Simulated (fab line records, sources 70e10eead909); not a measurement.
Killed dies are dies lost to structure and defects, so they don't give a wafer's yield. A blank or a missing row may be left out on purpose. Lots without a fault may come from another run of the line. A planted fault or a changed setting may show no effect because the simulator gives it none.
Chamber matching | flow nand_harc | NHARC_A_STAIRCASE_DEP_417 on pecvd-02: 3 sister chambers
The step deposits Si3N4, target thk 60 nm. 16 wafers are shown with their chamber, then 8 later ones without.

WAFERS WITH THEIR CHAMBER
wafer  | chamber | heater_power_w (W)
L075.1 | 0       | 841
L075.2 | 1       | 752
L075.6 | 1       | 766
L077.3 | 1       | 660
L077.4 | 1       | 635
L077.5 | 2       | 635
L082.1 | 2       | 645
L082.3 | 1       | 661
L082.5 | 0       | 779
L081.1 | 0       | 841
L081.2 | 1       | 712
L081.5 | 1       | 751
L093.1 | 0       | 856
L093.2 | 2       | 743
L093.3 | 1       | 650
L094.3 | 1       | 648

SIGNATURES (means of the wafers above)
reading        | chamber 0 | chamber 1 | chamber 2 | scatter within a chamber
heater_power_w | 829.25    | 692.78    | 674.33    | 50
Rule: a wafer's distance from a chamber is the root of the sum, over the readings, of the square of ((its reading less the chamber's mean) divided by the reading's scatter). The wafer belongs to the nearest chamber; if the next one is less than 2 further off, it can't be placed. The scatter: the root of (the sum of the squares of (reading less its chamber's mean) over the shown wafers, divided by (wafers less chambers)).

WAFERS WITHOUT THEIR CHAMBER
wafer  | heater_power_w (W)
L094.4 | 644
L094.6 | 692
L097.1 | 827
L097.2 | 622
L097.6 | 628
L096.1 | 639
L096.4 | 708
L096.6 | 679

WHICH CHAMBER EACH WENT THROUGH
wafer  | from the rows above     | in truth
L094.4 | can't be placed: 2 or 1 | 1
L094.6 | can't be placed: 1 or 2 | 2
L097.1 | 0                       | 0
L097.2 | can't be placed: 2 or 1 | 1
L097.6 | can't be placed: 2 or 1 | 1
L096.1 | can't be placed: 2 or 1 | 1
L096.4 | can't be placed: 1 or 2 | 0
L096.6 | can't be placed: 2 or 1 | 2
Placed correctly: 1 of 8. Can't be placed from these rows: 7 (the true chamber is among the candidates in 6). Placed wrongly: 0.
